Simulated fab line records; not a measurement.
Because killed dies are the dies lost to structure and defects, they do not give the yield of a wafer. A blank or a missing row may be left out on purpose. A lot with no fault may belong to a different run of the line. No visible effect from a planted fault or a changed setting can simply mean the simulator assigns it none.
fab line records	flow nandHarc
record: lots: 7	wafers: 21	lastDay: 32
route steps=1302 shown A_STAIRCASE@672 END@1302
lots that met no fault: taken from a fault-free run of the same line
startH: the number of hours between the record's first day and the start of the first shown wafer of the lot	waitH: time in hours since the lot's previous step	" unchanged from the row above	L1.1+2: several wafers, shown together as one row	- value missing, or start not given	* or withheld: withheld	< > ~ a bound
route shown NAME@n: names a module that has steps shown in the file, with the first one's number in the route	usual: mean/standard deviation taken from wafers without a fault	same: alike in all rows	chamber/n: place in a boat	sites: readings site by site	_std_site: their standard deviation	_edge_site: the outer-site mean with the inner-site mean subtracted	radiusMm: for every site, how far away it sits from the centre of the wafer	mask NAME#n: copy n	behind: the last tool/chamber to shape the wafer	hold: cause of the lot's hold/its duration in hours/its outcome	device: whichever transistor did not switch (one of n, p or np)	end of line: the tests these same wafers got at the end of their route	where a step has no rows: the recipe by itself	killed: the dies lost at the first sort to structure and to defects; this is not the yield of the wafer	map: dies across one wafer; x = killed, . = not, _ = none there
set.NAME: the run value of the setting; set.NAME@STEP: its run value at that earlier step	model.NAME: the simulator's own value behind a step, which no gauge read
lots at some steps of the route; a table a step, a row a wafer
services: from which hour (startH, from the record's first day; less than 0 if before it) a tool's chamber was out of use, for how many hours, and why
== steps ==
step: NHARC_A_STAIRCASE_TRIM_16
recipe: timeS: 211.2	o2FlowSccm: 500	arFlowSccm: 0	biasW: 0	chemistry: O2
usual: chamberPressureMTorr: 60.00/0.052	drypumpMotorCurrentA: 5.6/0.38	oesProductAu: 1.001/0.011	rfVppV: 57.9/0.93	showerheadPlenumPTorr: 3.54/0.15	throttleValvePct: 17.036/0.0096
lot.wafer	tool	chamber	startH	waitH	chamberPressureMTorr	drypumpMotorCurrentA	oesProductAu	rfHoursCounterH	rfVppV	showerheadPlenumPTorr	throttleValvePct
L484.2	rieDiel-06	1	-	-	60.08	4.9	1.003	29	56.6	3.44	17.046
L484.6	"	2	"	"	60.00	5.7	0.993	-	59.2	3.79	17.036
L484.5	"	3	"	"	60.11	5.4	0.989	-	57.6	3.79	17.033
L488.4	rieDiel-06	2	-	-	60.01	5.7	1.001	36	59.8	3.79	17.045
L488.6	"	1	"	"	60.01	4.9	1.000	-	56.4	3.44	17.046
L488.5	"	2	"	"	60.02	5.7	1.009	-	58.3	3.79	17.037
L497.4	rieDiel-06	2	-	-	59.96	5.7	0.991	2	59.3	3.77	17.038
L497.3	"	3	"	"	59.96	5.4	0.992	4	57.2	3.77	17.034
L497.5	"	1	"	"	59.97	4.9	1.003	-	58.0	3.42	17.056
L495.2	rieDiel-03	2	-	-	59.91	6.0	0.993	13	58.3	3.58	17.022
L495.6	"	0	"	"	59.91	6.2	0.981	-	57.5	3.38	17.046
L495.5	"	1	"	"	60.00	5.6	1.005	-	57.6	3.58	17.033
L496.1	rieDiel-03	3	-	-	60.11	5.9	0.981	15	59.1	3.40	17.028
L496.2	"	2	"	"	60.01	6.1	0.978	15	57.9	3.58	17.041
L496.5	"	3	"	"	59.96	5.9	0.987	-	59.5	3.40	17.040
L504.3	rieDiel-03	1	-	-	60.01	5.6	0.998	29	58.5	3.57	17.026
L504.6	"	1	"	"	59.97	5.6	1.002	-	57.1	3.57	17.037
L504.5	"	2	"	"	60.07	6.0	0.997	-	57.3	3.57	17.032
L503.4	rieDiel-03	1	-	-	60.00	5.7	1.003	29	58.4	3.57	17.038
L503.2	"	0	"	"	59.95	6.1	0.994	30	58.7	3.37	17.038
L503.6	"	1	"	"	59.96	5.6	1.005	-	58.8	3.57	17.035
step: NHARC_A_STAIRCASE_ETCH_17
recipe: targetDepthA: 1000	timeS: 40.5	ionEnergyEv: 400	c4f8FlowSccm: 20	o2FlowSccm: 10	arFlowSccm: withheld	rfW: 600	biasW: 1000	chemistry: C4F8/O2
usual: biasW: 999.5/3	chamberPressureMTorr: 24.997/0.029	oesProductAu: 0.947/0.016	rfVppV: 897/5.8
lot.wafer	tool	chamber	startH	waitH	biasW	chamberPressureMTorr	oesProductAu	rfHoursCounterH	rfVppV
L484.2	rieDiel-06	1	-	-	994.7	24.998	0.951	29	893
L484.5	"	0	"	"	1001.9	24.977	0.947	-	905
L484.6	"	1	"	"	1001.0	25.028	0.938	-	892
L488.4	rieDiel-06	0	-	-	1001.4	24.991	0.947	37	905
L488.5	"	0	"	"	1000.9	24.999	0.935	-	903
L488.6	"	1	"	"	998.4	25.002	0.931	-	893
L497.4	rieDiel-06	2	-	-	999.9	25.017	0.943	2	906
L497.3	"	0	"	"	998.6	24.990	0.931	4	904
L497.5	"	2	"	"	1000.4	25.003	0.936	-	905
L495.2	rieDiel-03	2	-	-	1001.3	25.025	0.934	13	897
L495.5	"	2	"	"	1000.8	24.984	0.929	-	897
L495.6	"	0	"	"	1003.7	24.996	0.918	-	892
L496.1	rieDiel-03	1	-	-	995.5	25.013	0.949	11	899
L496.2	"	3	"	"	997.5	24.996	0.924	15	890
L496.5	"	2	"	"	997.2	24.982	0.936	-	898
L504.3	rieDiel-03	1	-	-	999.1	24.992	0.950	29	898
L504.5	"	1	"	"	1000.7	24.956	0.945	-	898
L504.6	"	2	"	"	997.2	24.981	0.924	-	897
L503.4	rieDiel-03	3	-	-	1002.4	24.984	0.941	35	890
L503.2	"	0	"	"	997.3	25.018	0.925	30	890
L503.6	"	0	"	"	992.1	25.036	0.925	-	889
step: NHARC_A_STAIRCASE_TRIM_18
recipe: timeS: 211.2	o2FlowSccm: 500	arFlowSccm: 0	biasW: 0	chemistry: O2
step: NHARC_A_STAIRCASE_ETCH_19
recipe: targetDepthA: 1000	timeS: 40.5	ionEnergyEv: 400	c4f8FlowSccm: 20	o2FlowSccm: 10	arFlowSccm: withheld	rfW: 600	biasW: 1000	chemistry: C4F8/O2
step: NHARC_A_STAIRCASE_TRIM_20
recipe: timeS: 211.2	o2FlowSccm: 500	arFlowSccm: 0	biasW: 0	chemistry: O2
usual: chamberPressureMTorr: 60.00/0.05	drypumpMotorCurrentA: 5.5/0.38	oesProductAu: 1.001/0.01	rfVppV: 58.0/0.91	showerheadPlenumPTorr: 3.59/0.16	throttleValvePct: 17.037/0.008
lot.wafer	tool	chamber	startH	waitH	chamberPressureMTorr	drypumpMotorCurrentA	oesProductAu	rfHoursCounterH	rfVppV	showerheadPlenumPTorr	throttleValvePct
L484.2	rieDiel-06	2	383.78	0.1	59.92	5.7	0.995	26	57.9	3.79	17.031
L484.5	"	2	"	"	60.05	5.7	1.003	-	59.0	3.79	17.023
L484.6	"	3	"	"	59.97	5.4	1.001	-	58.1	3.79	17.049
L488.6	rieDiel-09	1	410.35	0.1	59.98	5.5	1.000	-	58.2	3.37	17.039
L488.4	"	2	"	"	60.03	5.5	1.001	-	59.7	3.39	17.045
L488.5	"	3	"	"	59.92	4.9	0.996	-	58.4	3.54	17.042
L497.3	rieDiel-03	1	500.89	0.2	59.99	5.7	1.005	9	56.1	3.58	17.030
L497.5	"	0	"	"	60.03	6.1	1.001	-	57.0	3.38	17.040
L497.4	"	1	"	"	60.00	5.7	1.013	-	58.3	3.58	17.041
L495.2	rieDiel-06	2	501.89	0.1	59.99	5.7	0.985	3	58.4	3.77	17.038
L495.6	"	0	"	"	60.00	5.4	0.992	-	59.1	3.74	17.049
L495.5	"	1	"	"	60.03	4.9	1.009	-	58.0	3.42	17.040
L496.1	rieDiel-03	0	507.04	0.1	59.91	6.2	0.975	12	57.7	3.38	17.030
L496.2	"	1	"	"	60.03	5.6	0.998	12	57.5	3.58	17.045
L496.5	"	1	"	"	60.05	5.6	0.999	-	58.7	3.58	17.035
L504.3	rieDiel-09	0	561.93	0.1	60.03	5.8	1.013	20	58.3	3.74	17.034
L504.6	"	3	"	"	60.06	4.9	0.998	-	58.3	3.51	17.021
L504.5	"	0	"	"	60.01	5.8	1.015	-	56.2	3.74	17.037
L503.4	rieDiel-03	2	562.09	0.1	60.04	6.0	1.000	35	59.4	3.57	17.031
L503.2	"	3	"	"	60.08	5.9	0.995	35	58.0	3.39	17.041
L503.6	"	3	"	"	60.00	5.9	0.986	-	57.8	3.39	17.050
step: NHARC_A_STAIRCASE_ETCH_21
recipe: targetDepthA: 1000	timeS: 40.5	ionEnergyEv: 400	c4f8FlowSccm: 20	o2FlowSccm: 10	arFlowSccm: withheld	rfW: 600	biasW: 1000	chemistry: C4F8/O2
step: NHARC_A_STAIRCASE_TRIM_22
recipe: timeS: 211.2	o2FlowSccm: 500	arFlowSccm: 0	biasW: 0	chemistry: O2
step: NHARC_A_STAIRCASE_ETCH_23
recipe: targetDepthA: 1000	timeS: 40.5	ionEnergyEv: 400	c4f8FlowSccm: 20	o2FlowSccm: 10	arFlowSccm: withheld	rfW: 600	biasW: 1000	chemistry: C4F8/O2
step: NHARC_A_STAIRCASE_TRIM_24
recipe: timeS: 211.2	o2FlowSccm: 500	arFlowSccm: 0	biasW: 0	chemistry: O2
usual: chamberPressureMTorr: 60.00/0.054	drypumpMotorCurrentA: 5.5/0.38	oesProductAu: 1.001/0.011	rfVppV: 57.8/0.95	showerheadPlenumPTorr: 3.58/0.16	throttleValvePct: 17.038/0.0096
lot.wafer	tool	chamber	startH	waitH	chamberPressureMTorr	drypumpMotorCurrentA	oesProductAu	rfHoursCounterH	rfVppV	showerheadPlenumPTorr	throttleValvePct
L484.2	rieDiel-06	0	-	-	60.02	5.4	0.999	29	60.5	3.76	17.041
L484.5	"	0	"	"	60.01	5.4	1.002	-	58.7	3.76	17.036
L484.6	"	1	"	"	60.00	4.9	0.993	-	58.4	3.44	17.036
L488.5	rieDiel-09	1	-	-	60.03	5.5	1.010	-	56.7	3.37	17.027
L488.4	"	2	"	"	59.92	5.6	1.005	-	58.2	3.39	17.048
L488.6	"	3	"	"	59.95	4.9	0.999	-	57.0	3.54	17.033
L497.3	rieDiel-03	0	-	-	60.06	6.1	0.981	10	56.5	3.38	17.038
L497.5	"	1	"	"	60.00	5.6	1.003	-	57.1	3.58	17.055
L497.4	"	2	"	"	60.06	6.1	1.000	-	57.7	3.58	17.029
L495.2	rieDiel-06	2	-	-	59.93	5.7	0.993	3	58.6	3.77	17.037
L495.5	"	0	"	"	60.06	5.4	0.977	-	57.9	3.74	17.019
L495.6	"	1	"	"	60.04	4.9	1.009	-	56.8	3.42	17.039
L496.2	rieDiel-03	3	-	-	60.05	5.9	0.987	15	57.7	3.40	17.040
L496.1	"	1	"	"	59.97	5.7	1.006	12	58.5	3.58	17.048
L496.5	"	2	"	"	60.04	6.1	0.996	-	58.0	3.58	17.047
L504.3	rieDiel-09	3	-	-	60.02	4.9	0.994	23	57.3	3.51	17.028
L504.6	"	2	"	"	60.06	5.6	1.011	-	57.6	3.37	17.027
L504.5	"	3	"	"	59.95	4.9	0.995	-	56.8	3.51	17.051
L503.2	rieDiel-03	1	-	-	60.10	5.7	1.007	29	57.9	3.57	17.043
L503.4	"	0	"	"	60.04	6.1	0.991	30	56.6	3.37	17.028
L503.6	"	1	"	"	59.94	5.6	1.007	-	57.6	3.57	17.041
step: NHARC_A_STAIRCASE_ETCH_25
recipe: targetDepthA: 1000	timeS: 40.5	ionEnergyEv: 400	c4f8FlowSccm: 20	o2FlowSccm: 10	arFlowSccm: withheld	rfW: 600	biasW: 1000	chemistry: C4F8/O2
usual: biasW: 1000/3.4	chamberPressureMTorr: 24.999/0.023	oesProductAu: 0.942/0.013	rfVppV: 898/5.8
lot.wafer	tool	chamber	startH	waitH	biasW	chamberPressureMTorr	oesProductAu	rfHoursCounterH	rfVppV
L484.2	rieDiel-06	2	-	-	1002	25.009	0.936	26	905
L484.6	"	2	"	"	1000	25.009	0.946	-	906
L484.5	"	3	"	"	997	24.990	0.944	-	906
L488.5	rieDiel-09	1	-	-	1000	25.007	0.951	-	890
L488.4	"	2	"	"	995	24.993	0.947	-	893
L488.6	"	3	"	"	999	25.033	0.929	-	896
L497.3	rieDiel-03	3	-	-	1000	24.980	0.984	13	891
L497.4	"	0	"	"	1003	25.008	0.929	10	891
L497.5	"	0	"	"	1001	24.977	0.928	-	890
L495.2	rieDiel-06	0	-	-	994	24.995	0.931	5	905
L495.5	"	3	"	"	995	25.029	0.944	-	905
L495.6	"	0	"	"	1001	24.982	0.923	-	904
L496.2	rieDiel-03	1	-	-	1003	24.983	0.947	12	898
L496.1	"	0	"	"	1000	24.996	0.933	12	891
L496.5	"	1	"	"	1005	24.995	0.947	-	899
L504.3	rieDiel-09	3	-	-	1001	24.963	0.945	23	893
L504.5	"	2	"	"	1003	24.985	0.961	-	891
L504.6	"	3	"	"	1002	25.018	0.947	-	895
L503.4	rieDiel-03	0	-	-	1000	24.978	0.925	30	890
L503.2	"	3	"	"	1000	24.997	0.932	35	893
L503.6	"	0	"	"	994	25.035	0.920	-	890
step: NHARC_A_STAIRCASE_TRIM_26
recipe: timeS: 211.2	o2FlowSccm: 500	arFlowSccm: 0	biasW: 0	chemistry: O2
step: NHARC_A_STAIRCASE_ETCH_27
recipe: targetDepthA: 1000	timeS: 40.5	ionEnergyEv: 400	c4f8FlowSccm: 20	o2FlowSccm: 10	arFlowSccm: withheld	rfW: 600	biasW: 1000	chemistry: C4F8/O2
usual: biasW: 999/3	chamberPressureMTorr: 24.999/0.024	oesProductAu: 0.945/0.012	rfVppV: 898/5.9
lot.wafer	tool	chamber	startH	waitH	biasW	chamberPressureMTorr	oesProductAu	rfHoursCounterH	rfVppV
L484.2	rieDiel-06	0	384.69	-	1003	24.981	0.936	29	904
L484.6	"	2	"	"	1001	24.998	0.950	-	907
L484.5	"	3	"	"	996	25.021	0.952	-	906
L488.5	rieDiel-09	1	411.40	-	998	24.992	0.957	-	890
L488.6	"	2	"	"	1001	25.002	0.946	-	891
L488.4	"	3	"	"	1003	25.008	0.942	-	896
L497.3	rieDiel-03	1	501.98	-	-	-	-	-	-
L497.4	"	3	"	"	-	-	-	-	-
L497.5	"	0	"	"	-	-	-	-	-
L495.2	rieDiel-06	1	502.77	-	-	-	-	-	-
L495.5	"	0	"	"	-	-	-	-	-
L495.6	"	1	"	"	-	-	-	-	-
L496.2	rieDiel-03	2	507.97	-	-	-	-	-	-
L496.1	"	0	"	"	-	-	-	-	-
L496.5	"	2	"	"	-	-	-	-	-
L504.3	rieDiel-09	3	562.81	-	1002	24.995	0.946	23	895
L504.6	"	0	"	"	997	25.018	0.955	-	903
L504.5	"	1	"	"	999	25.027	0.942	-	889
L503.2	rieDiel-03	2	563.04	-	1000	24.977	0.933	35	898
L503.4	"	0	"	"	1001	24.999	0.927	30	888
L503.6	"	2	"	"	1001	25.015	0.955	-	899
step: NHARC_END_SORT_01
recipe: tempC: 25
usual: killedAtArray: 59/17	killedAtOther: 0.9/1.6	killedAtPeriphery: 3.7/2.3	killedDies: 64/17	killedOpen: 3.3/1.8	killedShort: 2.4/1.6
same: grossDies: 677
lot.wafer	tool	chamber	startH	waitH	killedAtArray	killedAtOther	killedAtPeriphery	killedDies	killedOpen	killedShort
L495.2	prober-01	0	701.35	2.8	670	1	6	677	3	3
L495.5	prober-01	0	703.74	3.7	676	0	1	677	4	2
L495.6	prober-01	0	704.54	4.0	672	1	4	677	3	2
L496.1	prober-01	0	708.37	2.5	671	0	6	677	1	0
L496.2	prober-01	0	709.17	2.8	672	0	5	677	3	3
L496.5	prober-01	0	711.56	3.7	667	1	9	677	7	5
L497.3	prober-01	0	717.74	3.1	674	0	3	677	5	4
L497.4	prober-01	0	718.54	3.4	668	1	8	677	6	5
L497.5	prober-01	0	719.33	3.7	672	0	5	677	2	1
killed by level:class
L495.2 A_STAIRCASE:areaEtch=592 A_CHANNEL_HOLE_D1:chamberFilmFlake=27 A_CHANNEL_HOLE_D2:chamberFilmFlake=20 A_CONTACT:chamberFilmFlake=11 A_SLIT:chamberFilmFlake=6 A_DECK1_JOINT:chamberFilmFlake=4 A_CHANNEL_FILL_D1:chamberFilmFlake=2 A_CHANNEL_FILL_D2:chamberFilmFlake=2
L495.5 A_STAIRCASE:areaEtch=602 A_CHANNEL_HOLE_D2:chamberFilmFlake=23 A_CHANNEL_HOLE_D1:chamberFilmFlake=21 A_CONTACT:chamberFilmFlake=14 A_SLIT:chamberFilmFlake=3 A_DECK1_JOINT:chamberFilmFlake=3 A_M1:geometricParticle:open=2 A_CHANNEL_FILL_D1:chamberFilmFlake=2
L495.6 A_STAIRCASE:areaEtch=597 A_CHANNEL_HOLE_D1:chamberFilmFlake=28 A_CHANNEL_HOLE_D2:chamberFilmFlake=17 A_CONTACT:chamberFilmFlake=13 A_SLIT:chamberFilmFlake=3 A_BLC:chamberFilmFlake=3 A_DECK1_JOINT:chamberFilmFlake=2 A_WL_FILL:chamberFilmFlake=2
L496.1 A_STAIRCASE:areaEtch=621 A_SLIT:chamberFilmFlake=33 A_CONTACT:chamberFilmFlake=7 P_CONTACT:chamberFilmFlake=5 A_CHANNEL_HOLE_D1:chamberFilmFlake=5 A_BLC:chamberFilmFlake=2 P_GATE:geometricParticle:open=1 A_CHANNEL_FILL_D1:chamberFilmFlake=1
L496.2 A_STAIRCASE:areaEtch=623 A_SLIT:chamberFilmFlake=32 A_CHANNEL_HOLE_D1:chamberFilmFlake=5 A_CONTACT:chamberFilmFlake=3 P_CONTACT:chamberFilmFlake=2 A_STAIRCASE:chamberFilmFlake=2 P_CONTACT:geometricParticle:open=1 A_ONON_D1:geometricParticle:open=1
L496.5 A_STAIRCASE:areaEtch=612 A_SLIT:chamberFilmFlake=30 A_CONTACT:chamberFilmFlake=6 P_CONTACT:chamberFilmFlake=5 A_CHANNEL_HOLE_D1:chamberFilmFlake=4 A_STAIRCASE:chamberFilmFlake=4 A_CHANNEL_FILL_D2:geometricParticle:short=2 A_WL_FILL:geometricParticle:short=2
L497.3 A_STAIRCASE:areaEtch=582 A_CHANNEL_HOLE_D1:chamberFilmFlake=29 A_CHANNEL_HOLE_D2:chamberFilmFlake=25 A_STAIRCASE:chamberFilmFlake=11 A_WL_FILL:chamberFilmFlake=8 A_CONTACT:chamberFilmFlake=6 A_SLIT:chamberFilmFlake=5 P_GATE:geometricParticle:open=1
L497.4 A_STAIRCASE:areaEtch=584 A_CHANNEL_HOLE_D1:chamberFilmFlake=32 A_CHANNEL_HOLE_D2:chamberFilmFlake=21 P_GATE:chamberFilmFlake=6 A_SLIT:chamberFilmFlake=6 A_CONTACT:chamberFilmFlake=6 A_STAIRCASE:chamberFilmFlake=4 A_CHANNEL_HOLE_D1:geometricParticle:short=2
L497.5 A_STAIRCASE:areaEtch=600 A_CHANNEL_HOLE_D1:chamberFilmFlake=30 A_CHANNEL_HOLE_D2:chamberFilmFlake=15 A_SLIT:chamberFilmFlake=7 A_STAIRCASE:chamberFilmFlake=7 A_WL_FILL:chamberFilmFlake=5 A_CONTACT:chamberFilmFlake=3 A_BLC:geometricParticle:open=2
map L495.2 (x killed, . not)
____________x____________
_________xxxxxxx_________
_______xxxxxxxxxxx_______
______xxxxxxxxxxxxx______
_____xxxxxxxxxxxxxxx_____
____xxxxxxxxxxxxxxxxx____
____xxxxxxxxxxxxxxxxx____
___xxxxxxxxxxxxxxxxxxx___
___xxxxxxxxxxxxxxxxxxx___
__xxxxxxxxxxxxxxxxxxxxx__
__xxxxxxxxxxxxxxxxxxxxx__
_xxxxxxxxxxxxxxxxxxxxxxx_
_xxxxxxxxxxxxxxxxxxxxxxx_
_xxxxxxxxxxxxxxxxxxxxxxx_
_xxxxxxxxxxxxxxxxxxxxxxx_
_xxxxxxxxxxxxxxxxxxxxxxx_
xxxxxxxxxxxxxxxxxxxxxxxxx
xxxxxxxxxxxxxxxxxxxxxxxxx
xxxxxxxxxxxxxxxxxxxxxxxxx
xxxxxxxxxxxxxxxxxxxxxxxxx
xxxxxxxxxxxxxxxxxxxxxxxxx
_xxxxxxxxxxxxxxxxxxxxxxx_
_xxxxxxxxxxxxxxxxxxxxxxx_
_xxxxxxxxxxxxxxxxxxxxxxx_
_xxxxxxxxxxxxxxxxxxxxxxx_
_xxxxxxxxxxxxxxxxxxxxxxx_
__xxxxxxxxxxxxxxxxxxxxx__
__xxxxxxxxxxxxxxxxxxxxx__
___xxxxxxxxxxxxxxxxxxx___
___xxxxxxxxxxxxxxxxxxx___
____xxxxxxxxxxxxxxxxx____
____xxxxxxxxxxxxxxxxx____
_____xxxxxxxxxxxxxxx_____
______xxxxxxxxxxxxx______
_______xxxxxxxxxxx_______
_________xxxxxxx_________
____________x____________
map L496.1 (x killed, . not)
____________x____________
_________xxxxxxx_________
_______xxxxxxxxxxx_______
______xxxxxxxxxxxxx______
_____xxxxxxxxxxxxxxx_____
____xxxxxxxxxxxxxxxxx____
____xxxxxxxxxxxxxxxxx____
___xxxxxxxxxxxxxxxxxxx___
___xxxxxxxxxxxxxxxxxxx___
__xxxxxxxxxxxxxxxxxxxxx__
__xxxxxxxxxxxxxxxxxxxxx__
_xxxxxxxxxxxxxxxxxxxxxxx_
_xxxxxxxxxxxxxxxxxxxxxxx_
_xxxxxxxxxxxxxxxxxxxxxxx_
_xxxxxxxxxxxxxxxxxxxxxxx_
_xxxxxxxxxxxxxxxxxxxxxxx_
xxxxxxxxxxxxxxxxxxxxxxxxx
xxxxxxxxxxxxxxxxxxxxxxxxx
xxxxxxxxxxxxxxxxxxxxxxxxx
xxxxxxxxxxxxxxxxxxxxxxxxx
xxxxxxxxxxxxxxxxxxxxxxxxx
_xxxxxxxxxxxxxxxxxxxxxxx_
_xxxxxxxxxxxxxxxxxxxxxxx_
_xxxxxxxxxxxxxxxxxxxxxxx_
_xxxxxxxxxxxxxxxxxxxxxxx_
_xxxxxxxxxxxxxxxxxxxxxxx_
__xxxxxxxxxxxxxxxxxxxxx__
__xxxxxxxxxxxxxxxxxxxxx__
___xxxxxxxxxxxxxxxxxxx___
___xxxxxxxxxxxxxxxxxxx___
____xxxxxxxxxxxxxxxxx____
____xxxxxxxxxxxxxxxxx____
_____xxxxxxxxxxxxxxx_____
______xxxxxxxxxxxxx______
_______xxxxxxxxxxx_______
_________xxxxxxx_________
____________x____________
== services ==
tool	chamber	startH	hours	kind
rieDiel-03	3	364.10	3.4	repair
rieDiel-03	0	364.75	-	clean
rieDiel-03	1	364.75	-	clean
rieDiel-03	2	364.75	-	clean
rieDiel-06	2	377.73	5.2	repair
rieDiel-03	0	389.25	-	clean
rieDiel-03	1	389.25	-	clean
rieDiel-03	2	389.25	-	clean
rieDiel-03	3	389.25	-	clean
rieDiel-09	0	406.89	7.1	repair
rieDiel-03	0	413.77	-	clean
rieDiel-03	1	413.77	-	clean
rieDiel-03	2	413.77	-	clean
rieDiel-03	3	413.77	-	clean
rieDiel-03	0	438.27	-	clean
rieDiel-03	1	438.27	-	clean
rieDiel-06	1	445.42	16.8	repair
rieDiel-03	-	459.15	9.0	pm
rieDiel-06	-	472.81	0.5	repair
rieDiel-06	-	484.44	9.0	pm
rieDiel-03	0	491.44	8.7	repair
rieDiel-09	-	499.72	9.0	pm
rieDiel-03	3	499.98	1.6	repair
rieDiel-06	3	508.98	12.6	repair
== key ==
firstSign: step: NHARC_A_STAIRCASE_ETCH_27	reading: toolRecord	direction: missing
effect: step: NHARC_END_SORT_01	reading: killedAtArray	direction: up	sigmas: 37	usual: 59	struck: 671
moreKillsBornAt: NHARC_A_STAIRCASE_ETCH_27@rieDiel-03: 3623	NHARC_A_STAIRCASE_ETCH_27@rieDiel-06: 1791
metAt NHARC_A_STAIRCASE_ETCH_27
struckWafers L495.2,L495.5,L495.6,L496.1,L496.2,L496.5,L497.3,L497.4,L497.5
laterRowsLeftOut L495.2,L495.5,L495.6,L496.1,L496.2,L496.5,L497.3,L497.4,L497.5
testerLeftOut L495,L496,L497
onsetBetween 384.69 501.98
fault: kind: skippedStepWhole	tool: rieDiel-03,rieDiel-06	chamber: -	onsetH: 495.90	steps: NHARC_A_STAIRCASE_ETCH_27	scope: struckLotsOnly
testerLeftOut: of these lots the tester's yield and bins aren't shown, on N5 and GAA mostly nor the transistor test; their killed dies are dies lost to structure and defects alone, not to doping, threshold or leakage, so they don't give the yield
laterRowsLeftOut: the simulator's readings of these wafers behind a module that went badly wrong aren't trusted and aren't shown, but for the sort
